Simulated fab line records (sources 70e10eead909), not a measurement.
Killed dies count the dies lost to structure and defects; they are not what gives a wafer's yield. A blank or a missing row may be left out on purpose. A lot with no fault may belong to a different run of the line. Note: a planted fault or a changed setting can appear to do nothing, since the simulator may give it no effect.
Matching of chambers || flow nand harc || 3 sister chambers for NHARC_A_STAIRCASE_DEP_151 on pecvd-01
The step deposits SiO2, target thk 3800 nm. 3 wafers are shown with their chamber, then 8 later ones without.

EACH WAFER AND ITS CHAMBER
{"wafer": "L085.5", "chamber": 2, "heater power w (W)": 464}
{"wafer": "L087.5", "chamber": 1, "heater power w (W)": 514}
{"wafer": "L088.2", "chamber": 0, "heater power w (W)": 873}

WAFERS WITH NO CHAMBER GIVEN
{"wafer": "L088.3", "heater power w (W)": 534}
{"wafer": "L088.6", "heater power w (W)": 493}
{"wafer": "L091.1", "heater power w (W)": 871}
{"wafer": "L091.4", "heater power w (W)": 456}
{"wafer": "L091.6", "heater power w (W)": 505}
{"wafer": "L096.2", "heater power w (W)": 590}
{"wafer": "L096.4", "heater power w (W)": 720}
{"wafer": "L096.5", "heater power w (W)": 443}

WHICH CHAMBER EACH WENT THROUGH
{"wafer": "L088.3", "from the rows above": "can't be placed: 1 or 2", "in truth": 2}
{"wafer": "L088.6", "from the rows above": "can't be placed: 1 or 2", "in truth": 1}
{"wafer": "L091.1", "from the rows above": 0, "in truth": 0}
{"wafer": "L091.4", "from the rows above": "can't be placed: 2 or 1", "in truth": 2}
{"wafer": "L091.6", "from the rows above": "can't be placed: 1 or 2", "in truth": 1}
{"wafer": "L096.2", "from the rows above": "can't be placed: 1 or 2", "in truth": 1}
{"wafer": "L096.4", "from the rows above": "can't be placed: 0 or 1 or 2", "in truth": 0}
{"wafer": "L096.5", "from the rows above": "can't be placed: 2 or 1", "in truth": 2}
Correctly placed: 1 of 8. From these rows, 7 cannot be placed; in 7 the true chamber is one of the candidates. 0 placed wrongly.
How it was worked out, from the rows above alone: a wafer's distance from a chamber is the root of the sum, over the readings, of the square of ((its reading less the chamber's mean) divided by the reading's scatter). The wafer belongs to the nearest chamber; if the next one is less than 2 further off, it can't be placed. Each chamber's mean is taken over the wafers shown for it. The scatter: root of mean squared gap, hidden wafer to nearest shown wafer, with one shown wafer a chamber.
